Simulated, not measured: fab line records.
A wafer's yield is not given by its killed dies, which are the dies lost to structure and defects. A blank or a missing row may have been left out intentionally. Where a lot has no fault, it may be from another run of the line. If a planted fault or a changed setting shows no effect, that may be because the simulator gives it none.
fab line records    flow n5_finfet
record: lots: 5  wafers: 15  last_day: 17
route steps=1938 shown SDB@356 DUMMY_REMOVAL@377 HKMG_FIN@385 PASSIVATION@1936
lots untouched by any fault: they come from a run of this same line in which no faults occurred
start_h: hours from the record's first day to the start of the lot's first wafer shown    wait_h: hours since the lot's step before    " identical to the entry in the row above    L1.1+2: one row covering several wafers at once    - no value, or no start was given    * or withheld: withheld    < > ~ a bound
route shown NAME@n: names a module that has steps shown in the file, with the first one's number in the route    usual: average and standard deviation across the fault-free wafers    same: alike in all rows    chamber/n: place in a boat    sites: each site's reading    _std_site: the standard deviation of these    _edge_site: outer sites' mean less inner sites'    radius_mm: how far each site lies from the wafer's centre    mask NAME#n: copy n    behind: the most recent tool/chamber to have shaped the wafer    hold: cause of the lot's hold/its duration in hours/its outcome    device: transistor that didn't switch, given as n, p or np    end of line: tests of these same wafers at the route's end    a step without rows: its recipe alone    killed: dies that structure and defects cost at the first sort, which is not the same as the wafer's yield    map: dies across one wafer; x = killed, . = not, _ = none there
set.NAME: the setting the step ran with; set.NAME@STEP: the setting that earlier step ran with    model.NAME: the simulator's own value behind a step, which no gauge read
a table for each step, a row for each wafer; lots at some steps of the route
services: a tool's chamber out of use, with start hour (start_h, from the record's first day; less than 0 if before it), hours out, and reason
== steps ==
step: N5_SDB_CD_MEAS_11
recipe: target_cd_nm: 50  landing_energy_ev: 500  detector: se_inlens  polarity: opening
usual: cd_nm: 50.5/1.5
lot.wafer  tool       chamber  start_h  wait_h  cd_nm
L436.2     cd_sem-02  0        89.25    -       52.0
L436.3     "          0        "        "       49.6
L436.4     "          0        "        "       49.5
L438.1     cd_sem-01  0        101.62   -       49.5
L438.3     "          0        "        "       51.0
L438.5     "          0        "        "       50.7
L442.2     cd_sem-02  0        129.43   -       51.4
L442.4     "          0        "        "       49.9
L442.5     "          0        "        "       49.8
L446.2     cd_sem-02  0        150.73   -       53.3
L446.3     "          0        "        "       50.6
L446.6     "          0        "        "       48.2
L454.2     cd_sem-01  0        199.22   -       51.3
L454.3     "          0        "        "       52.4
L454.4     "          0        "        "       55.1
step: N5_SDB_OVL_MEAS_12
recipe: points_per_wafer: 44
usual: SDB_OVL: 0.3/0.81
lot.wafer  tool        chamber  start_h  wait_h  SDB_OVL[nm]
L436.2     overlay-02  0        89.28    0.0     0.9
L436.3     "           0        "        "       0.9
L436.4     "           0        "        "       1.5
L438.1     overlay-01  0        101.65   0.0     1.2
L438.3     "           0        "        "       1.7
L438.5     "           0        "        "       1.8
L442.2     overlay-01  0        129.45   0.0     0.6
L442.4     "           0        "        "       0.3
L442.5     "           0        "        "       -0.3
L446.2     overlay-02  0        150.76   0.0     -1.1
L446.3     "           0        "        "       -0.1
L446.6     "           0        "        "       -1.2
L454.2     overlay-01  0        199.25   0.0     0.0
L454.3     "           0        "        "       -0.2
L454.4     "           0        "        "       -0.5
step: N5_SDB_INSPECT_13
recipe: mode: adi  inspect_instrument: brightfield
usual: raw_defect_count: 92/47
lot.wafer  tool               chamber  start_h  wait_h  raw_defect_count
L436.2     defect_inspect-02  -        89.30    0.0     110
L436.3     "                  -        "        "       107
L436.4     "                  -        "        "       141
L438.1     defect_inspect-01  -        101.67   0.0     51
L438.3     "                  -        "        "       98
L438.5     "                  -        "        "       50
L442.2     defect_inspect-02  -        129.48   0.0     76
L442.4     "                  -        "        "       70
L442.5     "                  -        "        "       75
L446.2     defect_inspect-01  -        150.79   0.0     46
L446.3     "                  -        "        "       60
L446.6     "                  -        "        "       79
L454.2     defect_inspect-02  -        199.28   0.0     105
L454.3     "                  -        "        "       89
L454.4     "                  -        "        "       61
step: N5_SDB_DESCUM_16
recipe: chemistry: O2  time_s: 7.9  source_power_w: 50  bias_power_w: 20  pressure_mtorr: 20  rf_frequency_hz: 2.712e+07  temp_c: 40  resist: CAR-ArF  o2_flow_sccm: 225
usual: drypump_motor_current_A: 5.58/0.3  oes_product_au: 0.80/0.091  rf_vpp_V: 243.0/1.2  showerhead_plenum_p_Torr: 2.07/0.056  throttle_valve_pct: 20.37/0.23
lot.wafer  tool         chamber  start_h  wait_h  drypump_motor_current_A  oes_product_au  rf_hours_counter_h  rf_vpp_V  showerhead_plenum_p_Torr  throttle_valve_pct
L436.2     rie_diel-06  0        89.48    0.2     6.02                     0.91            11                  242.2     2.05                      20.12
L436.3     "            3        "        "       5.93                     0.71            186                 240.6     1.99                      20.62
L436.4     "            2        "        "       5.56                     0.90            43                  243.9     2.12                      20.26
L438.1     rie_diel-02  2        101.71   0.0     5.69                     0.73            181                 242.5     2.06                      20.50
L438.3     "            1        "        "       5.21                     0.78            101                 241.3     2.02                      20.88
L438.5     "            1        "        "       5.23                     0.79            -                   242.9     2.02                      20.86
L442.2     rie_diel-03  2        129.51   0.0     5.70                     0.93            28                  244.7     2.12                      20.13
L442.4     "            0        "        "       5.09                     0.70            221                 244.6     2.16                      20.31
L442.5     "            0        "        "       5.08                     0.70            -                   245.1     2.16                      20.33
L446.2     rie_diel-02  2        150.88   0.1     5.70                     0.72            204                 243.8     2.05                      20.54
L446.3     "            0        "        "       5.66                     0.72            202                 242.7     1.96                      20.47
L446.6     "            2        "        "       5.66                     0.71            -                   244.4     2.05                      20.55
L454.2     rie_diel-02  3        199.31   0.0     5.71                     0.93            18                  244.7     2.05                      20.35
L454.3     "            1        "        "       5.22                     0.75            140                 240.8     2.01                      20.93
L454.4     "            2        "        "       5.71                     0.70            222                 242.1     2.05                      20.58
step: N5_SDB_ETCH_17
recipe: chemistry: CF4  target: SiARC  target_depth_a: 234  mask_material: CAR-ArF  time_s: 39  ion_energy_ev: 80  pressure_mtorr: 40  source_w: 545  bias_w: 36  Ar_flow_sccm: 100  cf4_flow_sccm: 100  ends: cleared
step: N5_SDB_ETCH_18
recipe: chemistry: N2/H2  target: SOC  target_depth_a: 1000  overetch_a: 200  mask_material: SiARC  temp_c: 40  time_s: 150  ion_energy_ev: 200  pressure_mtorr: 30  source_w: 840  bias_w: 150  n2_flow_sccm: 200  h2_flow_sccm: 200
step: N5_SDB_STRIP_19
recipe: chemistry: N2/H2  temp_c: 40  n2_flow_sccm: 200  h2_flow_sccm: 200  rf_frequency_hz: 6e+07
step: N5_SDB_STRIP_21
recipe: chemistry: CF4  resist: SiARC  power_w: 300  bias_power_w: 75  pressure_mtorr: 50  cf4_flow_sccm: 150  rf_frequency_hz: 6e+07
step: N5_SDB_HM_OPEN_20
recipe: chemistry: CH3F/O2  target: SiNx  mask_material: SOC  target_depth_a: 240  stop_on: poly-Si  over_etch_frac: 0.4  ion_energy_ev: 120  pressure_mtorr: 30  source_w: 395  bias_w: 73  Ar_flow_sccm: 150  CH3F_flow_sccm: 30  O2_flow_sccm: 20
usual: drypump_motor_current_A: 5.6/0.3  oes_product_au: 0.66/0.073  rf_vpp_V: 298/8.8  showerhead_plenum_p_Torr: 1.98/0.057  throttle_valve_pct: 16.29/0.21
lot.wafer  tool         chamber  start_h  wait_h  drypump_motor_current_A  oes_product_au  rf_hours_counter_h  rf_vpp_V  showerhead_plenum_p_Torr  throttle_valve_pct
L436.2     rie_diel-06  0        89.70    0.0     6.0                      0.76            11                  299       1.94                      15.96
L436.3     "            3        "        "       5.9                      0.60            186                 286       1.90                      16.54
L436.4     "            2        "        "       5.5                      0.74            43                  292       2.04                      16.20
L438.1     rie_diel-02  2        101.94   0.0     5.7                      0.59            181                 290       1.97                      16.41
L438.3     "            1        "        "       5.2                      0.64            101                 308       1.95                      16.80
L438.5     "            1        "        "       5.2                      0.64            -                   306       1.95                      16.80
L442.2     rie_diel-03  2        129.74   0.0     5.7                      0.75            28                  308       2.04                      16.14
L442.4     "            0        "        "       5.1                      0.58            221                 303       2.06                      16.28
L442.5     "            0        "        "       5.1                      0.58            -                   303       2.07                      16.30
L446.2     rie_diel-02  2        151.11   0.0     5.7                      0.58            205                 290       1.96                      16.46
L446.3     "            0        "        "       5.7                      0.60            202                 278       1.89                      16.48
L446.6     "            2        "        "       5.7                      0.59            -                   292       1.96                      16.45
L454.2     rie_diel-02  3        199.54   0.0     5.7                      0.73            18                  302       1.96                      16.17
L454.3     "            1        "        "       5.2                      0.61            140                 308       1.94                      16.87
L454.4     "            2        "        "       5.7                      0.57            222                 290       1.95                      16.49
step: N5_SDB_STRIP_22
recipe: chemistry: N2/H2  power_w: 1000  temp_c: 250  h2_frac: 0.65  overash_fraction: 0.3  pressure_mtorr: withheld  n2_flow_sccm: 1750  h2_flow_sccm: 3250
step: N5_SDB_PRECLEAN_23
recipe: chemistry: dHF  time_s: 30  temp_c: 25  dilution: withheld
step: N5_SDB_DUMMY_REMOVE_24
recipe: chemistry: TMAH  temp_c: 70  target: poly-Si  stop_on: SiO2  target_depth_nm: 142  conc_wt_pct: 5  time_s: 57  dry: ipa_marangoni  rinse_time_s: 30  rinse_temp_c: 23
step: N5_SDB_ETCH_25
recipe: chemistry: C4F6/O2  target: SiO2  target_depth_a: 100  time_s: 3.3  ion_energy_ev: 250  mask_material: SiNx  pressure_mtorr: 30  source_w: 345  bias_w: 185  Ar_flow_sccm: 300  C4F6_flow_sccm: 10  O2_flow_sccm: 10
usual: drypump_motor_current_A: 5.61/0.29  oes_product_au: 0.80/0.093  rf_vpp_V: 662/20  showerhead_plenum_p_Torr: 2.81/0.081  throttle_valve_pct: 21.13/0.24
lot.wafer  tool         chamber  start_h  wait_h  drypump_motor_current_A  oes_product_au  rf_hours_counter_h  rf_vpp_V  showerhead_plenum_p_Torr  throttle_valve_pct
L436.2     rie_diel-02  0        90.01    0.0     5.70                     0.73            179                 626       2.71                      21.22
L436.3     "            3        "        "       5.76                     0.69            239                 680       2.81                      21.42
L436.4     "            1        "        "       5.20                     0.78            98                  691       2.79                      21.79
L438.1     rie_diel-06  3        102.28   0.0     5.91                     0.71            193                 638       2.71                      21.29
L438.3     "            1        "        "       5.42                     0.95            9                   663       2.91                      21.04
L438.5     "            1        "        "       5.41                     0.95            -                   661       2.91                      21.05
L442.2     rie_diel-06  0        130.04   0.0     6.02                     0.89            19                  666       2.75                      20.71
L442.4     "            3        "        "       5.94                     0.71            203                 637       2.70                      21.31
L442.5     "            3        "        "       5.93                     0.71            -                   639       2.70                      21.29
L446.2     rie_diel-02  2        151.41   0.0     5.68                     0.72            205                 652       2.79                      21.23
L446.3     "            0        "        "       5.70                     0.72            202                 625       2.69                      21.25
L446.6     "            0        "        "       5.68                     0.71            -                   627       2.70                      21.24
L454.2     rie_diel-02  1        199.84   0.0     5.18                     0.75            140                 688       2.77                      21.84
L454.3     "            2        "        "       5.67                     0.70            222                 653       2.78                      21.25
L454.4     "            3        "        "       5.78                     0.93            18                  680       2.79                      21.08
step: N5_SDB_CUT_ETCH_26
recipe: chemistry: HBr/Cl2/O2  target: Si  target_depth_a: 1296  bt_time_s: 20  mask_material: SiNx  time_s: 51.8  ion_energy_ev: *  bias_w: *  pressure_mtorr: 10  icp_w: 800  HBr_flow_sccm: 150  Cl2_flow_sccm: 80  O2_flow_sccm: 12
usual: drypump_motor_current_A: 5.9/0.63  he_backside_leak_sccm: 2.8/0.39  oes_product_au: 0.994/0.012  throttle_valve_pct: 37.3/0.45
same: bt_time_s: 20
lot.wafer  tool       chamber  start_h  wait_h  drypump_motor_current_A  he_backside_leak_sccm  oes_product_au  rf_hours_counter_h  throttle_valve_pct
L436.2     rie_si-02  1        90.10    0.1     5.7                      2.6                    0.996           6                   36.7
L436.3     "          0        "        "       4.9                      3.0                    0.978           121                 37.2
L436.4     "          2        "        "       6.6                      3.5                    1.006           163                 37.5
L438.1     rie_si-03  1        102.36   0.1     6.6                      3.1                    0.996           145                 37.7
L438.3     "          3        "        "       5.4                      2.5                    0.981           45                  36.9
L438.5     "          1        "        "       6.6                      4.0                    1.006           -                   37.7
L442.2     rie_si-03  3        130.12   0.1     5.4                      2.4                    0.984           45                  36.9
L442.4     "          0        "        "       6.8                      2.3                    0.992           57                  38.3
L442.5     "          3        "        "       5.4                      2.7                    0.995           -                   36.9
L446.2     rie_si-02  2        151.49   0.1     6.6                      3.5                    0.993           165                 37.5
L446.3     "          0        "        "       4.9                      3.1                    0.984           122                 37.1
L446.6     "          0        "        "       4.9                      3.0                    0.979           -                   37.2
L454.2     rie_si-04  1        199.92   0.1     5.1                      3.0                    1.003           138                 37.1
L454.3     "          2        "        "       5.9                      2.8                    1.004           3                   37.5
L454.4     "          0        "        "       6.5                      2.7                    1.003           -                   36.6
step: N5_SDB_PRECLEAN_38
recipe: chemistry: dHF  time_s: 10  dilution: 750:1  temp_c: 25
step: N5_SDB_PRECLEAN_39
recipe: chemistry: O3/DIW  time_s: 45  temp_c: 22  o3_ppm: 10
step: N5_SDB_SRD_28
recipe: dry: ipa_marangoni  time_s: 30  temp_c: 23  rinse_liquid: diw
step: N5_SDB_ALD_29
recipe: material: SiNx  target_thk_a: 300  temp_c: 400  ald_precursor_family: SiH2I2  ald_co_reactant: N2/H2-plasma  pulse_time_s: 1  ald_cycles: 600  purge_time_s: 2  co_reactant_purge_time_s: 2  pressure_torr: 2
step: N5_SDB_CMP_30
recipe: stop_on: poly-Si  t_overpolish_s: 1.54  post_cmp_clean: alkaline_brush  down_force_psi: 4.1491  platen_rpm: 51.796  pad_velocity_m_s: 1.0306  target_thk_nm: 30
usual: head_pressure_psi: 4.150/0.0087  motor_current_A: 12.8/1.3  overpolish_run_s: 1.540/0.0086  time_to_endpoint_s: 18/3.8
lot.wafer  tool    chamber  start_h  wait_h  head_pressure_psi  motor_current_A  overpolish_run_s  time_to_endpoint_s
L436.2     cmp-03  2        93.72    1.4     4.136              11.9             1.538             10
L436.4     "       3        "        "       4.162              14.5             1.541             19
L436.3     "       1        "        "       4.156              11.4             1.531             16
L438.3     cmp-04  0        105.32   1.4     4.146              13.6             1.548             20
L438.1     "       2        "        "       4.152              12.8             1.518             18
L438.5     "       0        "        "       4.141              14.8             1.543             20
L442.2     cmp-03  3        133.08   1.4     4.144              15.5             1.531             18
L442.4     "       1        "        "       4.150              11.0             1.548             17
L442.5     "       2        "        "       4.150              12.2             1.545             11
L446.3     cmp-01  3        154.41   1.4     4.153              13.0             1.546             24
L446.2     "       1        "        "       4.151              14.0             1.538             14
L446.6     "       3        "        "       4.151              13.2             1.540             25
L454.2     cmp-03  3        202.84   1.4     4.142              14.8             1.538             17
L454.4     "       0        "        "       4.164              11.5             1.552             17
L454.3     "       1        "        "       4.154              11.0             1.535             15
step: N5_SDB_THK_MEAS_31
recipe: reads: a-Si_of_DUMMY_GATE_CVD_03
usual: SDB_THK: 64.1/1.7
lot.wafer  tool           chamber  start_h  wait_h  SDB_THK[nm]
L436.2     film_metro-01  -        94.01    -       66.1
L436.3     "              -        "        "       63.5
L436.4     "              -        "        "       62.3
L438.1     film_metro-01  -        105.57   -       63.6
L438.3     "              -        "        "       64.2
L438.5     "              -        "        "       64.6
L442.2     film_metro-01  -        133.34   -       64.4
L442.4     "              -        "        "       62.1
L442.5     "              -        "        "       65.2
L446.2     film_metro-02  -        154.70   -       65.3
L446.3     "              -        "        "       66.7
L446.6     "              -        "        "       63.0
L454.2     film_metro-02  -        203.13   -       63.5
L454.3     "              -        "        "       63.8
L454.4     "              -        "        "       61.5
step: N5_DUMMY_REMOVAL_HM_STRIP_01
recipe: chemistry: CH3F/O2  material: SiNx  target_depth_a: 40  stop_on: poly-Si  time_s: 6.8  over_etch_frac: 0.3  ion_energy_ev: 60  power_w: 410  bias_w: 29  Ar_flow_sccm: 150  CH3F_flow_sccm: 30  O2_flow_sccm: 20
step: N5_DUMMY_REMOVAL_STRIP_10
recipe: chemistry: N2/H2  time_s: 40  power_w: 100  temp_c: 40  pressure_mtorr: 100  rf_frequency_hz: 6e+07  bias_power_w: 3  n2_flow_sccm: 300  h2_flow_sccm: 300
step: N5_DUMMY_REMOVAL_PRECLEAN_07
recipe: chemistry: dHF  time_s: 30  temp_c: 25  dilution: withheld
step: N5_DUMMY_REMOVAL_DUMMY_REMOVE_02
recipe: chemistry: TMAH  temp_c: 70  target: poly-Si  stop_on: SiO2  target_depth_nm: 142  conc_wt_pct: 5  time_s: 57  dry: ipa_marangoni  rinse_time_s: 30  rinse_temp_c: 23
step: N5_DUMMY_REMOVAL_PRECLEAN_08
recipe: chemistry: NF3:NH3  afs_cycles: 2  temp_c: 30  time_s: 20  sublimation_temp_c: 180  sublimation_time_s: 60  pressure_torr: 3  rf_power_w: 30
step: N5_DUMMY_REMOVAL_PRECLEAN_04
recipe: chemistry: DHF  time_s: 37  temp_c: 25  dilution: 500:1
step: N5_DUMMY_REMOVAL_SRD_05
recipe: dry: ipa_marangoni  do_ppb: 5  time_s: 30  temp_c: 23  rinse_liquid: diw
step: N5_HKMG_FIN_IL_REGROW_00
recipe: material: SiO2  target_thk_a: 7.5  chemistry: O3  temp_c: withheld  time_s: 30
step: N5_HKMG_FIN_HK_ALD_01
recipe: material: HfO2  target_thk_a: 16  temp_c: withheld  ald_precursor_family: HfCl4  ald_co_reactant: H2O  pulse_time_s: 3  purge_time_s: 3  co_reactant_purge_time_s: 2.5  co_reactant_pulse_time_s: 0.3  ald_cycles: 30
usual: precursor_pulse_height_rel: 1.002/0.019
same: co_reactant_purge_time_s: 2.5
lot.wafer  tool       chamber  start_h  wait_h  precursor_pulse_height_rel
L436.2     ald_hk-03  0        94.63    0.0     0.998
L436.3     "          2        "        "       0.993
L436.4     "          3        "        "       0.988
L438.1     ald_hk-01  1        106.19   0.0     1.009
L438.3     "          0        "        "       0.990
L438.5     "          3        "        "       0.997
L442.2     ald_hk-02  0        134.16   0.0     1.003
L442.4     "          2        "        "       0.977
L442.5     "          0        "        "       0.990
L446.2     ald_hk-02  1        155.31   0.0     1.011
L446.3     "          3        "        "       0.967
L446.6     "          3        "        "       1.046
L454.2     ald_hk-01  3        203.74   0.0     1.044
L454.3     "          1        "        "       0.986
L454.4     "          0        "        "       0.985
step: N5_HKMG_FIN_HK_ANNEAL_02
recipe: temp_c: 700  time_s: 30  ambient: N2  idle_temp_c: 600  ramp_up_c_per_s: 150  ramp_down_c_per_s: 60  cool_to_c: 600
step: N5_HKMG_FIN_ALD_74
recipe: material: La2O3  target_thk_a: 5  temp_c: 250  ald_precursor_family: La-Cp  ald_co_reactant: O3  pulse_time_s: 6  co_reactant_pulse_time_s: 1  purge_time_s: 3  co_reactant_purge_time_s: 3
step: N5_HKMG_FIN_ALD_75
recipe: material: Al2O3  target_thk_a: 10  temp_c: 150  ald_precursor_family: TMA  ald_co_reactant: H2O  pulse_time_s: withheld  co_reactant_pulse_time_s: 1
step: N5_HKMG_FIN_COAT_41
recipe: resist: SOC  temp_c: 250  time_s: 60  spin_rpm: 1500  resist_thk_nm: 300
step: N5_HKMG_FIN_COAT_42
recipe: resist: SiARC  temp_c: 220  time_s: 60  spin_rpm: 1500  resist_thk_nm: 35
step: N5_HKMG_FIN_COAT_43
recipe: resist: CAR-ArF  spin_rpm: 1500  resist_thk_nm: 90
step: N5_HKMG_FIN_EBR_45
recipe: solvent: PGMEA  ebr_width_mm: 1.5
step: N5_HKMG_FIN_SOFTBAKE_44
recipe: temp_c: 110  time_s: 60  resist: CAR-ArF
step: N5_HKMG_FIN_EXPOSE_46
recipe: mask_id: NDIPOLE  na: 1.35  source_shape: conventional  sigma_outer: 0.8  polarization: unpolarized  dose_mj: 40
step: N5_HKMG_FIN_PEB_47
recipe: peb_temp_c: withheld  peb_time_s: 60  resist: CAR-ArF
step: N5_HKMG_FIN_DEVELOP_48
recipe: develop_time_s: 30  developer: TMAH  resist: CAR-ArF  rinse_liquid: diw  dry: air_spin  dev_temp_c: 23
step: N5_PASSIVATION_PROBE_49
usual: killed_at_M0_to_M3: 34/8.9  killed_at_M4_up: 13/4.6  killed_at_contacts: 12/5.5  killed_at_front_end: 41/11  killed_at_other: 3.1/2.9  killed_dies: 102/16  killed_on_rim: 13/4.2  killed_open: 66/11  killed_short: 34/7.6
same: gross_dies: 1180  killed_at_back_side: 0
lot.wafer  tool       chamber  start_h  wait_h  killed_at_M0_to_M3  killed_at_M4_up  killed_at_contacts  killed_at_front_end  killed_at_other  killed_dies  killed_on_rim  killed_open  killed_short
L438.1     prober-01  -        297.23   0.0     25                  14               4                   44                   7                94           9              57           35
L438.3     prober-01  -        297.33   0.1     32                  13               12                  40                   3                100          12             64           35
L438.5     prober-01  -        297.43   0.2     28                  18               15                  41                   1                103          12             62           39
L442.2     prober-02  -        330.00   0.1     24                  12               11                  35                   10               92           15             55           36
L442.4     prober-02  -        330.10   0.2     35                  12               11                  30                   8                96           17             65           31
L442.5     prober-02  -        330.15   0.2     35                  5                8                   26                   4                78           12             60           18
L454.2     prober-02  -        405.86   0.1     43                  6                6                   123                  3                181          26             57           34
killed by level:class
L438.1 GATE_CUT:geometric_particle:open=10 GATE_CUT:geometric_particle:short=9 BEOL_M4:geometric_particle:open=6 FIN_SAQP:geometric_particle:short=5 STI_FIN_REVEAL:geometric_particle:open=5 BEOL_M0_SAQP:geometric_particle:open=5 BEOL_M3:geometric_particle:open=5 FIN_SAQP:geometric_particle:open=4
L438.3 STI_FIN_REVEAL:geometric_particle:open=12 BEOL_M0_SAQP:geometric_particle:open=10 MOL_CONTACT_COAG:geometric_particle:open=9 BEOL_M0_SAQP:geometric_particle:short=9 STI_FIN_REVEAL:geometric_particle:short=6 BEOL_M2:geometric_particle:open=5 FIN_SAQP:geometric_particle:short=4 GATE_CUT:geometric_particle:short=4
L438.5 MOL_CONTACT_COAG:geometric_particle:open=12 STI_FIN_REVEAL:geometric_particle:open=11 BEOL_M0_SAQP:geometric_particle:open=10 GATE_CUT:geometric_particle:short=9 BEOL_M4:geometric_particle:open=9 BEOL_M0_SAQP:geometric_particle:short=8 FIN_SAQP:geometric_particle:open=6 FIN_SAQP:geometric_particle:short=6
L442.2 MOL_CONTACT_COAG:geometric_particle:open=8 GATE_CUT:geometric_particle:open=7 BEOL_M0_SAQP:geometric_particle:short=7 FIN_SAQP:geometric_particle:short=6 FIN_SAQP:geometric_particle:open=5 BEOL_M0_SAQP:geometric_particle:open=5 BEOL_M1:geometric_particle:open=4 BEOL_M4:geometric_particle:open=4
L442.4 BEOL_M3:geometric_particle:open=12 MOL_CONTACT_COAG:geometric_particle:open=10 BEOL_M0_SAQP:geometric_particle:open=7 BEOL_M0_SAQP:geometric_particle:short=6 GATE_CUT:geometric_particle:open=5 MIM_TOP:geometric_particle:short=5 FIN_SAQP:geometric_particle:open=4 FIN_SAQP:geometric_particle:short=4
L442.5 BEOL_M0_SAQP:geometric_particle:open=11 BEOL_M1:geometric_particle:open=10 FIN_SAQP:geometric_particle:open=8 MOL_CONTACT_COAG:geometric_particle:open=6 BEOL_M2:geometric_particle:open=5 BEOL_M0_SAQP:geometric_particle:short=4 STARTING-WAFER:geometric_particle:open=4 GATE_CUT:geometric_particle:open=3
L454.2 SDB:unspecified=86 BEOL_M2:geometric_particle:open=16 FIN_SAQP:geometric_particle:open=7 FIN_SAQP:geometric_particle:short=6 MOL_CONTACT_COAG:geometric_particle:open=6 BEOL_M0_SAQP:geometric_particle:short=6 STARTING-WAFER:geometric_particle:short=6 BEOL_M2:geometric_particle:short=5
map L454.2 (x killed, . not)
_________________............________________
______________xx..............x._____________
___________xxxxx.x.x....x........x.__________
__________xxxxxxxx..x...x...x.....x._________
________xxxxxxxxx.x.x..x..........x..._______
_______xxxxxxxxxxxx.........x.x........______
______xxxxxxxxxxxxx....................._____
_____xx.xxxxxxxxxx...........x.......x.x.____
____..xxxxxxxx.x...xx.x...x.............x.___
___.xxxxxxxxxxx............................__
___.x.....x..xx.......x.......x.x........x.__
__..........xx........x....................._
__..........xx........xx............x......._
_............x......x...............x........
_...x.x.....................................x
_.x....x.x...........................x...x...
_..........x.........x............x.xx......x
_....x.....................x...x......x....x.
_.......x..........x......x..................
_........................x............x...x..
_..................x....................x....
__..........x.................x...........x._
__......xx.........x........................_
___......x...............xxx...............__
___....x.......x...........................__
____....x...........x.............x...x...___
_____..x.....x...............x...........____
______x.....x..........................._____
_______......................xx........______
________...x.x.x....x.....xx.........._______
__________................x........._________
___________...........x............__________
______________.................._____________
_________________............________________
map L446.2 (x killed, . not)
_________________........x...________________
______________.....x............_____________
___________....x...........x.x.....__________
__________..........x..x.x..x.x....._________
________.....xx......................._______
_______......................x.........______
______....x....x........x..............._____
_____....................................____
____..............x.....x...x..x..x.......___
___......x.....x......x..............x.....__
___...........x....x..x.x....x.......x.....__
__..x......................................._
__...x.........x....x......................x_
_.............x...........x..........x.......
_.........x........................x...x.....
_x........................x...........x......
_.........................x....x..........x.x
_.........x......x.......x....x.........x....
_..............x...x.....................x...
_..x.................x.........x............x
_..................................x....x....
__....................................x..x.._
__...............................x.xx...x..._
___................x.......xx..............__
___......x........x......x.................__
____..xxx.x...................x...........___
_____...........x.xx...................x.____
______.................................._____
_______....x.x...x...........x.......x.______
________..x............x...........x.._______
__________...........x.............._________
___________x..................x....__________
______________.....xx...x...x..._____________
_________________.x...x..x...________________
== services ==
tool         chamber  start_h  hours  kind
rie_diel-02  0        68.45    6.2    repair
cmp-03       -        68.99    4.0    pm
cmp-04       -        77.16    1.1    repair
ald_hk-02    -        86.56    4.6    repair
ald_hk-01    -        90.80    14.6   pm
rie_diel-02  -        91.15    2.8    pm
rie_diel-06  0        91.22    16.7   repair
cmp-04       -        96.85    1.0    repair
ald_hk-02    -        102.65   0.9    repair
cmp-01       -        102.80   2.5    repair
cmp-04       -        106.25   0.8    repair
cmp-03       -        109.17   2.9    repair
rie_si-03    -        109.71   0.8    repair
rie_diel-02  1        112.26   2.7    repair
cmp-03       -        118.77   1.5    repair
rie_si-02    0        122.37   3.4    repair
rie_si-03    1        134.50   7.3    repair
cmp-03       -        142.80   0.4    repair
rie_diel-06  3        143.16   8.3    repair
cmp-03       -        153.91   0.3    repair
rie_diel-06  -        174.34   14.6   pm
rie_si-02    -        180.11   0.2    repair
rie_diel-02  -        198.01   0.6    repair
cmp-03       -        201.25   0.8    repair
== key ==
first_sign: step: N5_PASSIVATION_PROBE_49  reading: killed_at_front_end  direction: up  sigmas: 7.2  usual: 41  struck: 123
effect: step: N5_PASSIVATION_PROBE_49  reading: killed_dies  direction: up  sigmas: 4.9  usual: 102  struck: 181
more_kills_born_at: N5_SDB_ETCH_25@rie_diel-02: 86
met_at N5_SDB_ETCH_25
struck_wafers L454.2
tester_left_out L454
onset_between 90.01 199.84
fault: kind: chamber_particle_source  tool: rie_diel-02  chamber: 1  onset_h: 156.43  steps: N5_SDB_ETCH_25  rate_per_visit_cm2: 0.66384  end_h: 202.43
tester_left_out: of these lots the tester's yield and bins aren't shown, on N5 and GAA mostly nor the transistor test; their killed dies are dies lost to structure and defects alone, not to doping, threshold or leakage, so they don't give the yield
